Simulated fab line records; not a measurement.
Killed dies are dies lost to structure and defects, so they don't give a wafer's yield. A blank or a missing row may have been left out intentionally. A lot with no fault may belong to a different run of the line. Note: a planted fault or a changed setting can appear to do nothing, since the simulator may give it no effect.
Problem report, 8D (eight disciplines) form, completed by code | flow n5Finfet | the parts of the form that need people (team, actions taken, sign-off) are left out

1. THE PROBLEM
headPressurePsi at N5_ILD0_CMP_07 reads a mean of 3.876 psi on 1 wafer of 1 lot; wafers without a fault read 4.149 psi with a standard deviation of 0.0085. Measured from the usual mean, that is -32 standard deviations.
The step: polishes SiO2 flowable, stops on poly-Si, t overpolish 1.18 s, target thk 138.88 nm.
First seen on wafer L389.3, day 5 19:48, on cmp-04. Wafers with a number at this step in the record: 26, from 9 lots. Rule for "out" (also "out of limits"): further than 4 standard deviations from the usual mean. Any other wafer with a number is counted as sound.

2. WHAT IT IS, WHAT IT ISN'T
question                    | is               | is not
which readings at this step | headPressurePsi  | motorCurrentA
which lots                  | L389             | L381, L393, L394, L397, L398, L399, L402, L403
which wafers of those lots  | L389.3           | L389.1, L389.2
read on which tools         | cmp-04           | cmp-02, cmp-03
when                        | from day 5 19:48 | up to then (5 sound wafers); but 20 sound wafers of L393, L394, L397, L398, L399, L402, L403 came after

3. SUSPECTS, AND WHAT RULES EACH OUT
Counting: any tool at a process step up to the reading remains a suspect provided it ran every lot that is out. Sound lots after the first of them don't rule it out here, since some wafers of a struck lot are sound.
- rieDiel-01 at N5_SD_EPI_P_DESCUM_14 (chemistry O2, time 7.9 s): kept. It ran the lot that is out, L389 (day 5 12:35); its last sound lot up to then is L381 (day 3 13:54).
- rieDiel-01 at N5_SD_EPI_P_ETCH_37 (etches SOC in N2/H2, overetch 108 nm, time 486 s): kept. It ran the lot that is out, L389 (day 5 12:40); its last sound lot up to then is L381 (day 3 13:59).
- cmp-04 at N5_ILD0_CMP_07 (polishes SiO2 flowable, stops on poly-Si, t overpolish 1.18 s, target thk 138.88 nm): kept. It ran the lot that is out, L389 (day 5 19:48); its last sound lot up to then is L381 (day 3 21:59). On those wafers its own readings are out: headPressurePsi.
- rieDiel-01, N5_SD_EPI_P_DESCUM_14: wafers that are out in chamber 2, sound lot-mates in chambers 0, 1.
- rieDiel-01, N5_SD_EPI_P_ETCH_37: wafers that are out in chamber 2, sound lot-mates in chambers 0, 1.
- cmp-04, N5_ILD0_CMP_07: wafers that are out in chamber 0, sound lot-mates in chambers 2, 3.
The count leaves rieDiel-01 at N5_SD_EPI_P_DESCUM_14, rieDiel-01 at N5_SD_EPI_P_ETCH_37, and cmp-04 at N5_ILD0_CMP_07.

4. THE CAUSE (what the simulator had put in)
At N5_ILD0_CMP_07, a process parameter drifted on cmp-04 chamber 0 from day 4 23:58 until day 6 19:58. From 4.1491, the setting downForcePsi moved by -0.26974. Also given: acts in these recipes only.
Counting left 3 suspects, and this tool is among them.

5. SEQUENCE OF EFFECTS, ordered by route
One row per reading whose mean, taken over the struck wafers that have a number, lies over 3 standard deviations from the usual. Only readings whose record carries a usual standard deviation are examined. hours: median over the lots of the time between each lot's start at the first step of this table that gives one and its start at this step. sigmas: the change, counted in usual standard deviations.
hours | step           | reading         | usual     | on struck wafers | change | sigmas
0     | N5_ILD0_CMP_07 | headPressurePsi | 4.149 psi | 3.876            | -0.273 | -32
Its process steps:
- N5_ILD0_CMP_07: polishes SiO2 flowable, stops on poly-Si, t overpolish 1.18 s, target thk 138.88 nm.
Later measuring or inspecting steps at which every struck wafer that the step has a row for has a number for every such reading, and none has moved that far: N5_BEOL_M4_RC_MEAS_101.

6. WHAT WOULD HAVE CAUGHT IT SOONER
In this record no reading fell out of limits until day 5 19:48, 20 hours after the fault had begun at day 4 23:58.
